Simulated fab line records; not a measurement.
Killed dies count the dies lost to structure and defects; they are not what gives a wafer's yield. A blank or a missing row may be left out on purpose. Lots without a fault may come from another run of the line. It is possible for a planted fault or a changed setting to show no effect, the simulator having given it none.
Which tool is to blame? || flow n5Finfet || 72 wafers from 24 lots sampled at 4 of the route's 1938 steps

== WHAT THE GAUGES SHOWED, per wafer ==
N5_MOL_CONTACT_COAG_THK_MEAS_53.
{"lot": "L074", "measured": "day 5 06:23", "on": "filmMetro-02", "VIA_MOL_THK (nm)": "44.0 44.8 44.3"}
{"lot": "L075", "measured": "day 5 10:41", "on": "filmMetro-02", "VIA_MOL_THK (nm)": "44.1 44.7 44.9"}
{"lot": "L076", "measured": "day 5 19:13", "on": "filmMetro-02", "VIA_MOL_THK (nm)": "43.0 44.2 43.5"}
{"lot": "L077", "measured": "day 6 01:07", "on": "filmMetro-01", "VIA_MOL_THK (nm)": "43.6 43.6 45.4"}
{"lot": "L078", "measured": "day 6 01:20", "on": "filmMetro-02", "VIA_MOL_THK (nm)": "44.3 44.6 43.8"}
{"lot": "L079", "measured": "day 6 13:35", "on": "filmMetro-02", "VIA_MOL_THK (nm)": "44.9 44.9 45.6"}
{"lot": "L080", "measured": "day 6 19:06", "on": "filmMetro-02", "VIA_MOL_THK (nm)": "43.6 43.6 44.3"}
{"lot": "L081", "measured": "day 7 04:01", "on": "filmMetro-02", "VIA_MOL_THK (nm)": "43.0 44.1 44.7"}
{"lot": "L082", "measured": "day 7 07:46", "on": "filmMetro-02", "VIA_MOL_THK (nm)": "43.4 43.5 44.4"}
{"lot": "L083", "measured": "day 7 13:14", "on": "filmMetro-02", "VIA_MOL_THK (nm)": "43.9 44.2 44.2"}
{"lot": "L084", "measured": "day 7 17:05", "on": "filmMetro-01", "VIA_MOL_THK (nm)": "44.0 44.7 44.9"}
{"lot": "L085", "measured": "day 8 00:08", "on": "filmMetro-01", "VIA_MOL_THK (nm)": "42.3 43.5 43.7"}
{"lot": "L086", "measured": "day 8 06:52", "on": "filmMetro-01", "VIA_MOL_THK (nm)": "43.2 44.4 44.6"}
{"lot": "L087", "measured": "day 8 09:12", "on": "filmMetro-01", "VIA_MOL_THK (nm)": "44.7 44.8 45.0"}
{"lot": "L088", "measured": "day 8 18:45", "on": "filmMetro-02", "VIA_MOL_THK (nm)": "42.7 43.0 42.7"}
{"lot": "L089", "measured": "day 8 21:36", "on": "filmMetro-01", "VIA_MOL_THK (nm)": "42.4 44.2 44.3"}
{"lot": "L090", "measured": "day 9 12:02", "on": "filmMetro-01", "VIA_MOL_THK (nm)": "43.2 44.5 44.4"}
{"lot": "L091", "measured": "day 9 13:59", "on": "filmMetro-01", "VIA_MOL_THK (nm)": "43.4 42.9 43.9"}
{"lot": "L092", "measured": "day 9 17:49", "on": "filmMetro-01", "VIA_MOL_THK (nm)": "44.1 43.3 44.8"}
{"lot": "L093", "measured": "day 10 03:22", "on": "filmMetro-01", "VIA_MOL_THK (nm)": "42.5 43.2 44.1"}
{"lot": "L094", "measured": "day 10 06:52", "on": "filmMetro-01", "VIA_MOL_THK (nm)": "43.6 44.5 45.1"}
{"lot": "L095", "measured": "day 10 08:24", "on": "filmMetro-01", "VIA_MOL_THK (nm)": "42.6 42.8 43.7"}
{"lot": "L096", "measured": "day 10 22:33", "on": "filmMetro-02", "VIA_MOL_THK (nm)": "43.4 44.8 44.0"}
{"lot": "L097", "measured": "day 10 23:31", "on": "filmMetro-02", "VIA_MOL_THK (nm)": "43.9 44.0 44.1"}

N5_BEOL_M0_SAQP_CD_MEAS_14: the cd target is 42.5 nm.
{"lot": "L074", "measured": "day 5 10:59", "on": "cdSem-01", "cdNm (nm)": "41.8 41.7 41.8"}
{"lot": "L075", "measured": "day 5 16:20", "on": "cdSem-01", "cdNm (nm)": "41.9 42.4 42.7"}
{"lot": "L076", "measured": "day 6 00:00", "on": "cdSem-02", "cdNm (nm)": "42.3 42.0 41.4"}
{"lot": "L077", "measured": "day 6 07:19", "on": "cdSem-02", "cdNm (nm)": "42.3 42.7 42.6"}
{"lot": "L078", "measured": "day 6 09:15", "on": "cdSem-01", "cdNm (nm)": "42.6 42.9 42.8"}
{"lot": "L079", "measured": "day 6 18:58", "on": "cdSem-01", "cdNm (nm)": "42.4 42.5 42.0"}
{"lot": "L080", "measured": "day 7 01:47", "on": "cdSem-02", "cdNm (nm)": "42.1 42.8 42.5"}
{"lot": "L081", "measured": "day 7 09:06", "on": "cdSem-02", "cdNm (nm)": "43.4 42.6 43.0"}
{"lot": "L082", "measured": "day 7 14:05", "on": "cdSem-01", "cdNm (nm)": "42.7 42.1 42.3"}
{"lot": "L083", "measured": "day 7 18:48", "on": "cdSem-02", "cdNm (nm)": "41.8 41.4 41.9"}
{"lot": "L084", "measured": "day 7 23:28", "on": "cdSem-02", "cdNm (nm)": "42.5 42.7 42.7"}
{"lot": "L085", "measured": "day 8 05:16", "on": "cdSem-02", "cdNm (nm)": "42.3 42.2 42.5"}
{"lot": "L086", "measured": "day 8 11:12", "on": "cdSem-01", "cdNm (nm)": "41.8 42.1 42.1"}
{"lot": "L087", "measured": "day 8 14:37", "on": "cdSem-03", "cdNm (nm)": "42.5 43.2 43.0"}
{"lot": "L088", "measured": "day 9 00:31", "on": "cdSem-02", "cdNm (nm)": "43.1 43.0 42.6"}
{"lot": "L089", "measured": "day 9 02:22", "on": "cdSem-01", "cdNm (nm)": "42.1 42.3 42.3"}
{"lot": "L090", "measured": "day 9 16:48", "on": "cdSem-01", "cdNm (nm)": "42.2 42.5 42.1"}
{"lot": "L091", "measured": "day 9 20:16", "on": "cdSem-02", "cdNm (nm)": "42.6 42.5 42.9"}
{"lot": "L092", "measured": "day 10 00:12", "on": "cdSem-02", "cdNm (nm)": "42.9 42.9 43.0"}
{"lot": "L093", "measured": "day 10 10:22", "on": "cdSem-02", "cdNm (nm)": "42.6 42.2 42.3"}
{"lot": "L094", "measured": "day 10 12:04", "on": "cdSem-03", "cdNm (nm)": "42.8 42.4 42.7"}
{"lot": "L095", "measured": "day 10 17:02", "on": "cdSem-03", "cdNm (nm)": "42.3 42.2 42.8"}
{"lot": "L096", "measured": "day 11 04:11", "on": "cdSem-02", "cdNm (nm)": "42.0 41.9 41.9"}
{"lot": "L097", "measured": "day 11 07:21", "on": "cdSem-02", "cdNm (nm)": "42.9 43.0 42.8"}

== TOOL THAT RAN EACH LOT (tool first, then ch and the chambers of the sampled wafers, then the start) ==
{"lot": "L074", "N5_BEOL_M0_SAQP_PECVD_00": "pecvd-01 ch 0,2, day 5 09:47", "N5_BEOL_M0_SAQP_HM_DEP_02": "pvdSputter-01, day 5 10:11"}
{"lot": "L075", "N5_BEOL_M0_SAQP_PECVD_00": "pecvd-01 ch 0,1, day 5 14:04", "N5_BEOL_M0_SAQP_HM_DEP_02": "pvdSputter-03, day 5 15:38"}
{"lot": "L076", "N5_BEOL_M0_SAQP_PECVD_00": "pecvd-03 ch 0,2, day 5 22:37", "N5_BEOL_M0_SAQP_HM_DEP_02": "pvdSputter-02, day 5 23:04"}
{"lot": "L077", "N5_BEOL_M0_SAQP_PECVD_00": "pecvd-01 ch 0,2, day 6 04:31", "N5_BEOL_M0_SAQP_HM_DEP_02": "pvdSputter-02, day 6 06:31"}
{"lot": "L078", "N5_BEOL_M0_SAQP_PECVD_00": "pecvd-03 ch 0,1,2, day 6 07:31", "N5_BEOL_M0_SAQP_HM_DEP_02": "pvdSputter-01, day 6 08:25"}
{"lot": "L079", "N5_BEOL_M0_SAQP_PECVD_00": "pecvd-03 ch 0,2, day 6 16:58", "N5_BEOL_M0_SAQP_HM_DEP_02": "pvdSputter-02, day 6 18:09"}
{"lot": "L080", "N5_BEOL_M0_SAQP_PECVD_00": "pecvd-03 ch 0,1,2, day 6 22:29", "N5_BEOL_M0_SAQP_HM_DEP_02": "pvdSputter-02, day 7 00:56"}
{"lot": "L081", "N5_BEOL_M0_SAQP_PECVD_00": "pecvd-04 ch 0,1, day 7 07:25", "N5_BEOL_M0_SAQP_HM_DEP_02": "pvdSputter-02, day 7 08:17"}
{"lot": "L082", "N5_BEOL_M0_SAQP_PECVD_00": "pecvd-04 ch 0,1,2, day 7 11:10", "N5_BEOL_M0_SAQP_HM_DEP_02": "pvdSputter-02, day 7 13:16"}
{"lot": "L083", "N5_BEOL_M0_SAQP_PECVD_00": "pecvd-03 ch 0,1, day 7 16:38", "N5_BEOL_M0_SAQP_HM_DEP_02": "pvdSputter-02, day 7 17:59"}
{"lot": "L084", "N5_BEOL_M0_SAQP_PECVD_00": "pecvd-01 ch 0,1,2, day 7 20:28", "N5_BEOL_M0_SAQP_HM_DEP_02": "pvdSputter-01, day 7 22:41"}
{"lot": "L085", "N5_BEOL_M0_SAQP_PECVD_00": "pecvd-04 ch 0,1,2, day 8 03:32", "N5_BEOL_M0_SAQP_HM_DEP_02": "pvdSputter-02, day 8 04:34"}
{"lot": "L086", "N5_BEOL_M0_SAQP_PECVD_00": "pecvd-03 ch 0,1,2, day 8 10:14", "N5_BEOL_M0_SAQP_HM_DEP_02": "pvdSputter-01, day 8 10:31"}
{"lot": "L087", "N5_BEOL_M0_SAQP_PECVD_00": "pecvd-03 ch 0,1,2, day 8 13:14", "N5_BEOL_M0_SAQP_HM_DEP_02": "pvdSputter-01, day 8 13:47"}
{"lot": "L088", "N5_BEOL_M0_SAQP_PECVD_00": "pecvd-01 ch 1,2, day 8 22:09", "N5_BEOL_M0_SAQP_HM_DEP_02": "pvdSputter-01, day 8 23:35"}
{"lot": "L089", "N5_BEOL_M0_SAQP_PECVD_00": "pecvd-04 ch 0,2, day 9 01:08", "N5_BEOL_M0_SAQP_HM_DEP_02": "pvdSputter-01, day 9 01:28"}
{"lot": "L090", "N5_BEOL_M0_SAQP_PECVD_00": "pecvd-01 ch 0,1, day 9 15:25", "N5_BEOL_M0_SAQP_HM_DEP_02": "pvdSputter-01, day 9 16:07"}
{"lot": "L091", "N5_BEOL_M0_SAQP_PECVD_00": "pecvd-03 ch 1,2, day 9 18:25", "N5_BEOL_M0_SAQP_HM_DEP_02": "pvdSputter-01, day 9 19:25"}
{"lot": "L092", "N5_BEOL_M0_SAQP_PECVD_00": "pecvd-03 ch 0,2, day 9 21:25", "N5_BEOL_M0_SAQP_HM_DEP_02": "pvdSputter-03, day 9 23:22"}
{"lot": "L093", "N5_BEOL_M0_SAQP_PECVD_00": "pecvd-04 ch 0,1, day 10 06:45", "N5_BEOL_M0_SAQP_HM_DEP_02": "pvdSputter-03, day 10 09:28"}
{"lot": "L094", "N5_BEOL_M0_SAQP_PECVD_00": "pecvd-03 ch 0,2, day 10 10:14", "N5_BEOL_M0_SAQP_HM_DEP_02": "pvdSputter-01, day 10 11:08"}
{"lot": "L095", "N5_BEOL_M0_SAQP_PECVD_00": "pecvd-01 ch 0,1, day 10 13:16", "N5_BEOL_M0_SAQP_HM_DEP_02": "pvdSputter-02, day 10 16:07"}
{"lot": "L096", "N5_BEOL_M0_SAQP_PECVD_00": "pecvd-03 ch 1,2, day 11 01:56", "N5_BEOL_M0_SAQP_HM_DEP_02": "pvdSputter-03, day 11 03:30"}
{"lot": "L097", "N5_BEOL_M0_SAQP_PECVD_00": "pecvd-04 ch 0,1,2, day 11 04:56", "N5_BEOL_M0_SAQP_HM_DEP_02": "pvdSputter-02, day 11 06:38"}
- N5_BEOL_M0_SAQP_PECVD_00: deposits SiCN from 3MS/NH3, target thk 8 nm, time 14 s.
- N5_BEOL_M0_SAQP_HM_DEP_02: deposits TiN, target thk 12 nm.

== AS READ BY THE TOOLS THEMSELVES (means over the sampled wafers that have a number; for cases with no such wafer, the mark the record gives instead) ==
N5_BEOL_M0_SAQP_PECVD_00.
{"lot": "L074", "tool": "pecvd-01", "showerheadPlenumPTorr (Torr)": 3.653, "throttleValvePct (%)": 9.4}
{"lot": "L075", "tool": "pecvd-01", "showerheadPlenumPTorr (Torr)": 3.657, "throttleValvePct (%)": 8.9}
{"lot": "L076", "tool": "pecvd-03", "showerheadPlenumPTorr (Torr)": 3.672, "throttleValvePct (%)": 8.6}
{"lot": "L077", "tool": "pecvd-01", "showerheadPlenumPTorr (Torr)": 3.657, "throttleValvePct (%)": 9.2}
{"lot": "L078", "tool": "pecvd-03", "showerheadPlenumPTorr (Torr)": 3.665, "throttleValvePct (%)": 8.7}
{"lot": "L079", "tool": "pecvd-03", "showerheadPlenumPTorr (Torr)": 3.672, "throttleValvePct (%)": 8.7}
{"lot": "L080", "tool": "pecvd-03", "showerheadPlenumPTorr (Torr)": 3.658, "throttleValvePct (%)": 8.7}
{"lot": "L081", "tool": "pecvd-04", "showerheadPlenumPTorr (Torr)": 3.661, "throttleValvePct (%)": 9.2}
{"lot": "L082", "tool": "pecvd-04", "showerheadPlenumPTorr (Torr)": 3.666, "throttleValvePct (%)": 8.7}
{"lot": "L083", "tool": "pecvd-03", "showerheadPlenumPTorr (Torr)": 3.664, "throttleValvePct (%)": 9.0}
{"lot": "L084", "tool": "pecvd-01", "showerheadPlenumPTorr (Torr)": 3.656, "throttleValvePct (%)": 9.2}
{"lot": "L085", "tool": "pecvd-04", "showerheadPlenumPTorr (Torr)": 3.667, "throttleValvePct (%)": 8.8}
{"lot": "L086", "tool": "pecvd-03", "showerheadPlenumPTorr (Torr)": 3.668, "throttleValvePct (%)": 8.9}
{"lot": "L087", "tool": "pecvd-03", "showerheadPlenumPTorr (Torr)": 3.663, "throttleValvePct (%)": 8.9}
{"lot": "L088", "tool": "pecvd-01", "showerheadPlenumPTorr (Torr)": 3.658, "throttleValvePct (%)": 9.1}
{"lot": "L089", "tool": "pecvd-04", "showerheadPlenumPTorr (Torr)": 3.663, "throttleValvePct (%)": 9.2}
{"lot": "L090", "tool": "pecvd-01", "showerheadPlenumPTorr (Torr)": 3.661, "throttleValvePct (%)": 9.3}
{"lot": "L091", "tool": "pecvd-03", "showerheadPlenumPTorr (Torr)": 3.661, "throttleValvePct (%)": 8.8}
{"lot": "L092", "tool": "pecvd-03", "showerheadPlenumPTorr (Torr)": 3.668, "throttleValvePct (%)": 8.8}
{"lot": "L093", "tool": "pecvd-04", "showerheadPlenumPTorr (Torr)": 3.668, "throttleValvePct (%)": 8.9}
{"lot": "L094", "tool": "pecvd-03", "showerheadPlenumPTorr (Torr)": 3.664, "throttleValvePct (%)": 8.6}
{"lot": "L095", "tool": "pecvd-01", "showerheadPlenumPTorr (Torr)": 3.658, "throttleValvePct (%)": 9.0}
{"lot": "L096", "tool": "pecvd-03", "showerheadPlenumPTorr (Torr)": 3.663, "throttleValvePct (%)": 8.7}
{"lot": "L097", "tool": "pecvd-04", "showerheadPlenumPTorr (Torr)": 3.668, "throttleValvePct (%)": 9.1}

N5_BEOL_M0_SAQP_HM_DEP_02.
{"lot": "L074", "tool": "pvdSputter-01", "throttleValvePct (%)": 30.5}
{"lot": "L075", "tool": "pvdSputter-03", "throttleValvePct (%)": 30.0}
{"lot": "L076", "tool": "pvdSputter-02", "throttleValvePct (%)": 29.0}
{"lot": "L077", "tool": "pvdSputter-02", "throttleValvePct (%)": 29.5}
{"lot": "L078", "tool": "pvdSputter-01", "throttleValvePct (%)": 29.8}
{"lot": "L079", "tool": "pvdSputter-02", "throttleValvePct (%)": 30.4}
{"lot": "L080", "tool": "pvdSputter-02", "throttleValvePct (%)": 29.1}
{"lot": "L081", "tool": "pvdSputter-02", "throttleValvePct (%)": 30.5}
{"lot": "L082", "tool": "pvdSputter-02", "throttleValvePct (%)": 29.5}
{"lot": "L083", "tool": "pvdSputter-02", "throttleValvePct (%)": 29.0}
{"lot": "L084", "tool": "pvdSputter-01", "throttleValvePct (%)": 29.6}
{"lot": "L085", "tool": "pvdSputter-02", "throttleValvePct (%)": 28.9}
{"lot": "L086", "tool": "pvdSputter-01", "throttleValvePct (%)": 30.4}
{"lot": "L087", "tool": "pvdSputter-01", "throttleValvePct (%)": 30.2}
{"lot": "L088", "tool": "pvdSputter-01", "throttleValvePct (%)": 30.3}
{"lot": "L089", "tool": "pvdSputter-01", "throttleValvePct (%)": 30.1}
{"lot": "L090", "tool": "pvdSputter-01", "throttleValvePct (%)": 30.3}
{"lot": "L091", "tool": "pvdSputter-01", "throttleValvePct (%)": 30.2}
{"lot": "L092", "tool": "pvdSputter-03", "throttleValvePct (%)": 30.1}
{"lot": "L093", "tool": "pvdSputter-03", "throttleValvePct (%)": 30.0}
{"lot": "L094", "tool": "pvdSputter-01", "throttleValvePct (%)": 31.0}
{"lot": "L095", "tool": "pvdSputter-02", "throttleValvePct (%)": 29.0}
{"lot": "L096", "tool": "pvdSputter-03", "throttleValvePct (%)": 29.7}
{"lot": "L097", "tool": "pvdSputter-02", "throttleValvePct (%)": 29.6}

== THE ANSWER, worked out from the rows above alone ==
Rule: the usual values come from the lots themselves. Put in order of their means at a reading, lots are off if they are a third of the lots or fewer, leave a main group of 4 or more, and stand apart from it by a gap of 3 or more times the standard deviation of the main group's means; of several such gaps the widest counts. If all means in a main group match to the digits the tables above print for the reading, that group is not used. Also off: a lot with no number at a reading for which 4 or more lots have one. Any other lot the step has rows for is counted as sound. Order of review: gauges by route order, followed by the tools' own readings, for which a lot's mean as printed above is used. At the first step where some lot is off, the reading lying furthest off is the one used; lots without a number count as furthest.
No lot is off at any reading shown: from this, nothing can be told.

== WHAT THE SIMULATOR HAD PUT IN ==
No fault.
